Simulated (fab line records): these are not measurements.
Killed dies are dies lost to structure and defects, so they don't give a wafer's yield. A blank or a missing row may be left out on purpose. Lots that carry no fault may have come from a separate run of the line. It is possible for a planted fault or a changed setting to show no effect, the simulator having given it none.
fab line records	flow n5_finfet
record: lots: 10	wafers: 29	last_day: 18
route steps=1938 shown SD_ACTIVATION@330 ILD0@339 BEOL_M4@1111 PASSIVATION@1936
lots untouched by any fault: they come from a run of this same line in which no faults occurred
start_h: the number of hours between the record's first day and the start of the first shown wafer of the lot	wait_h: hours from the lot's prior step to this one	" same as the row above	L1.1+2: a single row standing in for several wafers	- no value, or no start given	* or withheld: withheld	< > ~ a bound
route shown NAME@n: NAME is a module with steps in the file, n the number in the route of the first one	usual: the fault-free wafers' mean and standard deviation	same: alike in all rows	chamber/n: place in a boat	sites: per-site readings	_std_site: standard deviation across them	_edge_site: outer sites' mean less inner sites'	radius_mm: how far each site lies from the wafer's centre	mask NAME#n: copy n	behind: the last tool/chamber to shape the wafer	hold: why the lot was held/for how many hours/how that ended	device: which transistor (n, p or np) failed to switch	end of line: the same wafers' tests at the end of the route	a step without rows: its recipe alone	killed: not the wafer's yield, but the dies lost to structure and defects at the first sort	map: per-die view of a wafer (x killed, . not killed, _ where there is no die)
set.NAME: the setting that was run; set.NAME@STEP: the one run at that earlier step	model.NAME: the simulator's own value behind a step, which no gauge read
the route's steps for a sample of lots (tables are steps, rows are wafers)
services: the hour from which a tool's chamber was out of use, counted from the record's first day as start_h (under 0 if before that day), plus the number of hours and why
== steps ==
step: N5_SD_ACTIVATION_RTA_00
recipe: temp_c: 975	time_s: 0	ambient: N2	idle_temp_c: 600	ramp_up_c_per_s: 150	ramp_down_c_per_s: 60	cool_to_c: 600
usual: lamp_power_pct: 8.96/0.049	wafer_temp_C_max: 974.9/2
lot.wafer	tool	chamber	start_h	wait_h	lamp_power_pct	wafer_temp_C_max
L204.1	rtp_anneal-01	0	77.71	0.0	8.89	974.4
L204.3	"	0	"	"	8.96	972.4
L204.6	"	0	"	"	9.02	975.5
L205.2	rtp_anneal-02	0	84.13	0.1	8.95	974.4
L205.4	"	0	"	"	8.97	974.5
L205.5	"	0	"	"	8.87	976.9
L208.1	rtp_anneal-01	0	98.27	0.0	8.92	974.9
L208.4	"	0	"	"	8.86	977.5
L208.5	"	0	"	"	9.00	972.5
L210.1	rtp_anneal-01	0	112.29	0.2	8.95	978.5
L210.5	"	0	"	"	8.83	973.7
L210.6	"	0	"	"	8.93	975.3
L211.2	rtp_anneal-01	0	116.31	0.3	9.00	972.8
L211.3	"	0	"	"	8.89	971.8
L211.5	"	0	"	"	8.98	973.5
L213.1	rtp_anneal-01	0	136.80	1.8	8.97	978.6
L213.3	"	0	"	"	9.00	974.6
L213.4	"	0	"	"	9.05	970.2
L220.3	rtp_anneal-01	0	179.89	2.6	8.93	974.3
L220.4	"	0	"	"	8.99	976.1
L220.6	"	0	"	"	8.93	973.6
L222.2	rtp_anneal-01	0	187.24	2.3	8.93	971.4
L222.4	"	0	"	"	9.07	972.2
L222.6	"	0	"	"	9.00	974.5
L223.5	rtp_anneal-02	0	197.29	0.1	8.97	972.7
L223.6	"	0	"	"	9.03	974.7
L224.1	rtp_anneal-02	0	201.98	0.2	9.00	976.9
L224.2	"	0	"	"	8.98	975.0
L224.3	"	0	"	"	8.93	976.2
step: N5_ILD0_THK_MEAS_04
usual: thk_nm: 197.2/1.4
lot.wafer	tool	chamber	start_h	wait_h	thk_nm
L204.1	film_metro-02	-	81.14	-	197.3
L204.3	"	-	"	"	194.2
L204.6	"	-	"	"	198.0
L205.2	film_metro-02	-	87.54	-	197.0
L205.4	"	-	"	"	195.7
L205.5	"	-	"	"	199.2
L208.1	film_metro-02	-	101.69	-	194.9
L208.4	"	-	"	"	197.6
L208.5	"	-	"	"	196.1
L210.1	film_metro-01	-	115.72	-	196.0
L210.5	"	-	"	"	196.3
L210.6	"	-	"	"	198.2
L211.2	film_metro-01	-	119.70	-	194.6
L211.3	"	-	"	"	197.4
L211.5	"	-	"	"	196.7
L213.1	film_metro-02	-	140.34	-	195.9
L213.3	"	-	"	"	195.8
L213.4	"	-	"	"	196.1
L220.3	film_metro-02	-	183.28	-	197.0
L220.4	"	-	"	"	198.9
L220.6	"	-	"	"	198.7
L222.2	film_metro-02	-	191.88	-	199.1
L222.4	"	-	"	"	197.4
L222.6	"	-	"	"	199.5
L223.5	film_metro-01	-	201.15	-	199.7
L223.6	"	-	"	"	199.7
L224.1	film_metro-02	-	205.41	-	197.9
L224.2	"	-	"	"	196.1
L224.3	"	-	"	"	196.1
step: N5_ILD0_ALD_15
recipe: material: SiNx	target_thk_a: 240	temp_c: 400	ald_precursor_family: SiH2I2	ald_co_reactant: N2/H2-plasma	pulse_time_s: 1	ald_cycles: 480	purge_time_s: 2	co_reactant_purge_time_s: 2	pressure_torr: 2
usual: ald_cycles: 480/0	chamber_pressure_Torr: 2.000/0.0045	heater_power_outer_w: 513/66	heater_power_w: 824/96	precursor_pulse_height_rel: 0.998/0.02
same: co_reactant_purge_time_s: 2
lot.wafer	tool	chamber	start_h	wait_h	ald_cycles	chamber_pressure_Torr	heater_power_outer_w	heater_power_w	precursor_pulse_height_rel
L204.1	ald_sin-01	1	82.19	0.6	480	2.002	512	827	0.997
L204.3	"	2	"	"	480	2.001	660	989	1.035
L204.6	"	0	83.27	1.1	480	2.000	600	951	0.994
L205.2	ald_sin-03	3	89.08	1.0	480	2.001	486	829	1.038
L205.4	"	0	"	"	480	1.998	453	774	1.004
L205.5	"	0	90.16	1.7	480	2.000	444	762	0.975
L208.1	ald_sin-02	1	102.74	0.6	480	2.010	486	801	0.970
L208.4	"	0	"	"	480	1.996	558	880	1.001
L208.5	"	1	103.82	1.2	480	2.007	483	784	0.973
L210.1	ald_sin-02	3	116.76	0.6	480	1.995	431	724	0.975
L210.5	"	3	117.85	1.2	480	2.003	434	717	1.005
L210.6	"	2	"	"	480	1.999	464	716	0.992
L211.2	ald_sin-02	0	120.85	0.6	480	1.997	553	889	1.011
L211.3	"	2	"	"	480	2.002	471	737	1.019
L211.5	"	3	121.94	1.3	480	2.005	434	714	0.986
L213.1	ald_sin-01	2	141.47	0.6	480	1.995	659	1017	0.977
L213.3	"	3	"	"	480	1.998	514	799	1.014
L213.4	"	1	"	"	480	1.986	522	826	0.993
L220.3	ald_sin-02	2	184.32	0.4	480	1.996	456	738	1.006
L220.4	"	3	"	"	688	1.994	437	745	0.977
L220.6	"	2	185.40	1.1	480	1.996	470	731	1.008
L222.2	ald_sin-01	3	192.92	0.5	480	2.004	520	804	0.985
L222.4	"	1	"	"	480	1.995	520	826	1.032
L222.6	"	1	194.01	1.1	480	2.006	512	834	0.980
L223.5	ald_sin-01	3	203.28	1.2	480	1.999	512	802	0.981
L223.6	"	2	"	"	480	1.996	653	993	0.986
L224.1	ald_sin-01	1	206.45	0.6	480	2.000	517	823	1.017
L224.2	"	3	"	"	480	1.999	510	781	0.993
L224.3	"	0	"	"	480	1.998	604	965	0.978
step: N5_ILD0_THK_MEAS_13
usual: thk_nm: 17.6/1.2
lot.wafer	tool	chamber	start_h	wait_h	thk_nm
L204.1	film_metro-01	-	84.68	-	16.9
L204.3	"	-	"	"	17.4
L204.6	"	-	"	"	18.1
L205.2	film_metro-01	-	91.57	-	20.2
L205.4	"	-	"	"	19.0
L205.5	"	-	"	"	17.8
L208.1	film_metro-01	-	105.23	-	16.3
L208.4	"	-	"	"	15.8
L208.5	"	-	"	"	17.5
L210.1	film_metro-02	-	119.26	-	18.4
L210.5	"	-	"	"	19.0
L210.6	"	-	"	"	15.8
L211.2	film_metro-01	-	123.35	-	17.4
L211.3	"	-	"	"	16.7
L211.5	"	-	"	"	16.5
L213.1	film_metro-01	-	143.96	-	19.7
L213.3	"	-	"	"	16.9
L213.4	"	-	"	"	18.0
L220.3	film_metro-01	-	186.81	-	17.9
L220.4	"	-	"	"	18.7
L220.6	"	-	"	"	17.6
L222.2	film_metro-02	-	195.41	-	20.5
L222.4	"	-	"	"	18.7
L222.6	"	-	"	"	19.3
L223.5	film_metro-01	-	204.69	-	19.5
L223.6	"	-	"	"	17.7
L224.1	film_metro-02	-	208.94	-	18.0
L224.2	"	-	"	"	18.9
L224.3	"	-	"	"	18.9
step: N5_BEOL_M4_RC_MEAS_101
usual: DIBL_N: 35.7/1.5	DIBL_P: 35.7/2	IOFF_N: 0.155/0.026	IOFF_P: 0.20/0.031	ION_N: 675/11	ION_P: 462/7.1	SS_N: 71.3/0.57	SS_P: 73.1/0.56	VT_N: 250/3	VT_P: -251/3
lot.wafer	tool	chamber	start_h	wait_h	DIBL_N[mV/V]	DIBL_P[mV/V]	IOFF_N[nA/um]	IOFF_P[nA/um]	ION_N[uA/um]	ION_P[uA/um]	SS_N[mV/dec]	SS_P[mV/dec]	VT_N[mV]	VT_P[mV]
L204.1	prober-01	0	195.18	0.0	33.4	31.3	0.106	0.17	662	458	70.5	72.4	255	-253
L204.3	"	0	"	"	34.5	33.0	0.128	0.19	681	469	71.2	73.6	252	-251
L204.6	"	0	"	"	38.2	37.4	0.184	0.25	683	470	72.4	74.7	248	-248
L205.2	prober-02	0	199.05	0.2	36.1	34.7	0.165	0.21	674	460	72.0	72.9	248	-251
L205.4	"	0	"	"	37.1	34.5	0.181	0.20	694	468	72.9	73.0	248	-252
L205.5	"	0	"	"	35.4	32.9	0.140	0.18	678	464	71.3	72.6	251	-252
L208.1	prober-01	0	217.48	0.7	34.3	34.2	0.123	0.16	676	456	71.0	73.0	253	-253
L208.4	"	0	"	"	31.8	31.0	0.089	0.13	667	460	70.7	72.3	259	-258
L208.5	"	0	"	"	32.5	31.7	0.099	0.13	658	453	70.8	71.9	257	-258
L210.1	prober-01	0	224.64	0.0	34.8	33.6	0.122	0.17	652	450	71.1	73.1	255	-256
L210.5	"	0	"	"	36.7	35.2	0.161	0.18	677	459	71.2	73.7	248	-256
L210.6	"	0	"	"	36.9	35.2	0.152	0.19	675	450	71.0	72.9	253	-256
L211.2	prober-01	0	232.45	0.2	34.5	35.2	0.134	0.16	678	463	71.0	72.7	251	-255
L211.3	"	0	"	"	37.3	38.2	0.171	0.20	684	462	72.0	74.3	247	-254
L211.5	"	0	"	"	37.2	37.7	0.164	0.20	682	461	71.2	74.1	250	-252
L213.1	prober-01	0	252.89	0.0	35.4	35.9	0.176	0.23	693	478	71.7	73.7	246	-247
L213.3	"	0	"	"	34.8	35.0	0.153	0.21	682	471	70.9	73.1	249	-248
L213.4	"	0	"	"	34.9	34.9	0.155	0.21	678	470	70.7	73.3	248	-250
L220.3	prober-01	0	286.34	0.3	34.8	33.1	0.112	0.18	654	458	71.0	72.4	255	-251
L220.4	"	0	"	"	36.9	36.3	0.160	0.23	682	474	71.2	73.0	248	-247
L220.6	"	0	"	"	36.3	35.8	0.146	0.22	679	468	71.5	72.6	250	-249
L222.2	prober-02	0	312.09	0.2	31.0	29.9	0.093	0.14	657	459	69.6	71.6	255	-254
L222.4	"	0	"	"	36.2	35.2	0.162	0.20	678	460	71.8	73.4	248	-250
L222.6	"	0	"	"	37.6	38.5	0.201	0.26	679	464	71.5	73.3	249	-248
L223.5	prober-01	0	312.16	0.6	36.4	38.0	0.163	0.20	666	459	71.1	73.1	246	-252
L223.6	"	0	"	"	37.0	39.4	0.172	0.22	676	464	71.1	73.1	249	-251
L224.1	prober-02	0	320.07	0.0	36.7	38.3	0.173	0.21	680	466	72.6	73.2	247	-251
L224.2	"	0	"	"	37.4	38.4	0.189	0.22	674	461	71.5	73.3	246	-251
L224.3	"	0	"	"	35.5	37.9	0.159	0.21	683	462	72.3	72.8	249	-250
step: N5_PASSIVATION_PROBE_49
usual: defect_limited_yield: 91.4/1.5	killed_at_M0_to_M3: 34/10	killed_at_M4_up: 15/6	killed_at_contacts: 12/6	killed_at_front_end: 37/11	killed_at_other: 3.3/2.8	killed_dies: 101/18	killed_on_rim: 14/4.4	killed_open: 66/14	killed_short: 33/7.8	sort_bin_5_function: 5.0/0.97	sort_bin_6_memory: 3.2/0.72	sort_n_pass: 1079/18	sort_yield_pct: 91.4/1.5
same: gross_dies: 1180	killed_at_back_side: 0	sort_bin_4_leakage[%]: 0	sort_bin_8_speed[%]: 0
lot.wafer	tool	chamber	start_h	wait_h	defect_limited_yield[%]	killed_at_M0_to_M3	killed_at_M4_up	killed_at_contacts	killed_at_front_end	killed_at_other	killed_dies	killed_on_rim	killed_open	killed_short	sort_bin_5_function[%]	sort_bin_6_memory[%]	sort_n_pass	sort_yield_pct[%]
L205.2	prober-02	-	306.60	0.1	90.9	50	12	15	26	4	107	14	71	36	6.0	2.8	1073	90.9
L205.4	prober-02	-	306.70	0.2	90.8	37	9	15	47	0	108	17	59	44	4.9	3.7	1072	90.8
L205.5	prober-02	-	306.75	0.2	90.1	44	13	5	50	5	117	16	77	39	5.7	3.8	1063	90.1
L208.1	prober-02	-	330.86	0.0	91.4	27	23	16	35	1	102	15	76	23	4.6	3.9	1078	91.4
L208.4	prober-02	-	331.01	0.2	92.2	32	13	18	24	5	92	10	71	20	4.4	3.1	1088	92.2
L208.5	prober-02	-	331.06	0.2	92.5	33	12	18	25	1	89	20	66	22	4.5	2.7	1091	92.5
L211.2	prober-01	-	333.92	0.1	92.4	45	11	13	17	4	90	16	61	28	4.8	2.6	1090	92.4
L211.3	prober-01	-	333.97	0.1	93.9	37	7	9	18	1	72	10	49	23	3.3	2.5	1108	93.9
L211.5	prober-01	-	334.07	0.2	92.4	39	8	15	28	0	90	11	60	22	3.7	3.1	1090	92.4
L213.1	prober-02	-	365.83	0.0	89.9	42	12	11	53	1	119	27	78	41	5.0	4.8	1061	89.9
L213.3	prober-02	-	365.93	0.1	91.9	38	17	5	35	0	95	17	58	37	4.6	3.1	1085	91.9
L213.4	prober-02	-	365.98	0.2	90.8	30	9	3	63	3	108	14	70	38	5.1	3.3	1072	90.8
L223.5	prober-02	-	425.70	0.2	91.5	36	12	7	34	11	100	16	62	36	4.6	3.4	1080	91.5
L223.6	prober-02	-	425.75	0.3	92.7	17	10	9	47	3	86	10	51	26	4.0	2.8	1094	92.7
killed by level:class
L205.2 BEOL_M3:geometric_particle:open=10 STI_FIN_REVEAL:geometric_particle:open=9 MOL_CONTACT_COAG:geometric_particle:open=9 BEOL_M2:geometric_particle:open=9 BEOL_M0_SAQP:geometric_particle:open=7 BEOL_M3:geometric_particle:short=7 MOL_CONTACT_COAG:geometric_particle:short=6 BEOL_M0_SAQP:geometric_particle:short=6
L205.4 FIN_SAQP:geometric_particle:short=14 MOL_CONTACT_COAG:geometric_particle:open=13 BEOL_M2:geometric_particle:open=11 BEOL_M0_SAQP:geometric_particle:short=10 STI_FIN_REVEAL:geometric_particle:open=7 FIN_SAQP:geometric_particle:open=6 BEOL_M0_SAQP:geometric_particle:open=6 ILD0:geometric_particle:short=4
L205.5 FIN_SAQP:geometric_particle:open=20 FIN_SAQP:geometric_particle:short=9 BEOL_M1:geometric_particle:open=9 BEOL_M2:geometric_particle:open=8 BEOL_M0_SAQP:geometric_particle:short=6 BEOL_M3:geometric_particle:open=6 DUMMY_GATE:geometric_particle:open=4 GATE_CUT:geometric_particle:open=4
L208.1 MOL_CONTACT_COAG:geometric_particle:open=15 DUMMY_GATE:geometric_particle:open=10 BEOL_M4:geometric_particle:open=10 GATE_CUT:geometric_particle:short=5 BEOL_M0_SAQP:geometric_particle:short=5 BEOL_M2:geometric_particle:open=5 FIN_SAQP:geometric_particle:open=4 BEOL_M0_SAQP:geometric_particle:open=4
L208.4 MOL_CONTACT_COAG:geometric_particle:open=16 BEOL_M1:geometric_particle:open=7 BEOL_M2:geometric_particle:open=7 STI_FIN_REVEAL:geometric_particle:open=6 BEOL_M0_SAQP:geometric_particle:short=6 BEOL_M4:geometric_particle:open=6 FIN_SAQP:geometric_particle:open=5 BEOL_M0_SAQP:geometric_particle:open=5
L208.5 MOL_CONTACT_COAG:geometric_particle:open=16 BEOL_M1:geometric_particle:open=8 BEOL_M0_SAQP:geometric_particle:open=7 BEOL_M4:geometric_particle:open=5 BEOL_M3:geometric_particle:open=5 GATE_CUT:geometric_particle:open=4 GATE_CUT:geometric_particle:short=4 BEOL_M0_SAQP:geometric_particle:short=4
L211.2 MOL_CONTACT_COAG:geometric_particle:open=13 BEOL_M1:geometric_particle:open=13 BEOL_M0_SAQP:geometric_particle:short=9 BEOL_M0_SAQP:geometric_particle:open=7 BEOL_M3:geometric_particle:open=7 BEOL_M3:geometric_particle:short=5 FIN_SAQP:geometric_particle:open=4 GATE_CUT:geometric_particle:short=3
L211.3 MOL_CONTACT_COAG:geometric_particle:open=7 BEOL_M3:geometric_particle:short=7 BEOL_M2:geometric_particle:open=6 BEOL_M3:geometric_particle:open=6 STI_FIN_REVEAL:geometric_particle:open=5 BEOL_M0_SAQP:geometric_particle:open=5 BEOL_M0_SAQP:geometric_particle:short=5 BEOL_M1:geometric_particle:open=5
L211.5 BEOL_M3:geometric_particle:open=21 MOL_CONTACT_COAG:geometric_particle:open=11 FIN_SAQP:geometric_particle:open=8 BEOL_M1:geometric_particle:short=7 HKMG_FIN:area_etch=6 FIN_SAQP:geometric_particle:short=4 DUMMY_GATE:geometric_particle:open=4 MOL_CONTACT_COAG:geometric_particle:short=4
L213.1 FIN_SAQP:geometric_particle:short=12 FIN_SAQP:geometric_particle:open=11 DUMMY_GATE:geometric_particle:open=11 MOL_CONTACT_COAG:geometric_particle:open=11 BEOL_M0_SAQP:geometric_particle:open=11 BEOL_M3:geometric_particle:open=9 BEOL_M0_SAQP:geometric_particle:short=6 BEOL_M0:geometric_particle:short=5
L213.3 BEOL_M4:geometric_particle:open=10 FIN_SAQP:geometric_particle:short=9 BEOL_M0_SAQP:geometric_particle:open=9 BEOL_M3:geometric_particle:open=7 BEOL_M0_SAQP:geometric_particle:short=5 BEOL_M0:geometric_particle:open=5 DUMMY_GATE:geometric_particle:short=4 DUMMY_GATE:geometric_particle:open=4
L213.4 FIN_SAQP:geometric_particle:short=15 FIN_SAQP:geometric_particle:open=14 DUMMY_GATE:geometric_particle:open=12 BEOL_M0_SAQP:geometric_particle:open=8 STI_FIN_REVEAL:geometric_particle:open=5 BEOL_M0:geometric_particle:open=5 BEOL_M4:geometric_particle:open=5 BEOL_M1:geometric_particle:open=4
L223.5 FIN_SAQP:geometric_particle:open=8 BEOL_M1:geometric_particle:open=8 FIN_SAQP:geometric_particle:short=7 BEOL_M4:geometric_particle:open=7 BEOL_M0_SAQP:geometric_particle:short=6 BEOL_M3:geometric_particle:open=6 MOL_CONTACT_COAG:geometric_particle:open=5 BEOL_M0_SAQP:geometric_particle:open=5
L223.6 FIN_SAQP:geometric_particle:open=10 FIN_SAQP:geometric_particle:short=7 STI_FIN_REVEAL:geometric_particle:open=7 MOL_CONTACT_COAG:geometric_particle:open=7 BEOL_M0_SAQP:geometric_particle:short=6 BEOL_M0_SAQP:geometric_particle:open=6 DUMMY_GATE:geometric_particle:open=5 HKMG_FIN:area_etch=5
== services ==
tool	chamber	start_h	hours	kind
ald_sin-01	-	56.04	2.8	pm
ald_sin-01	3	61.45	1.4	repair
ald_sin-01	3	74.59	11.9	repair
ald_sin-02	-	85.26	14.0	pm
ald_sin-02	0	85.26	14.0	vent_cycle
ald_sin-02	1	85.26	14.0	vent_cycle
ald_sin-02	2	85.26	14.0	vent_cycle
ald_sin-02	3	85.26	14.0	vent_cycle
ald_sin-02	0	99.26	-	clean
ald_sin-02	1	99.26	-	clean
ald_sin-02	2	99.26	-	clean
ald_sin-02	3	99.26	-	clean
rtp_anneal-02	-	102.35	86.3	pm
ald_sin-03	-	120.00	1.0	repair
ald_sin-01	1	169.99	14.6	repair
ald_sin-03	-	176.75	14.0	pm
ald_sin-03	0	176.75	14.0	vent_cycle
ald_sin-03	1	176.75	14.0	vent_cycle
ald_sin-03	2	176.75	14.0	vent_cycle
ald_sin-03	3	176.75	14.0	vent_cycle
ald_sin-03	0	190.75	-	clean
ald_sin-03	1	190.75	-	clean
ald_sin-03	2	190.75	-	clean
ald_sin-01	-	201.19	0.7	repair
== key ==
first_sign: step: N5_ILD0_ALD_15	reading: ald_cycles	direction: up	sigmas: 99+	usual: *	struck: *
effect none on later readings
met_at N5_ILD0_ALD_15
struck_lots L220
struck_wafers L220.4
not_acting_at N5_SD_ACTIVATION_RTA_00,N5_ILD0_THK_MEAS_04,N5_ILD0_THK_MEAS_13
onset_between 120.85 184.32
fault: kind: process_parameter_drift	tool: ald_sin-02	chamber: -	onset_h: 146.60	steps: N5_ILD0_ALD_15	channel: ald_cycles	offset: *	shape: step	end_h: 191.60	scope: struck_wafers_only	acts_in: *	stated: *
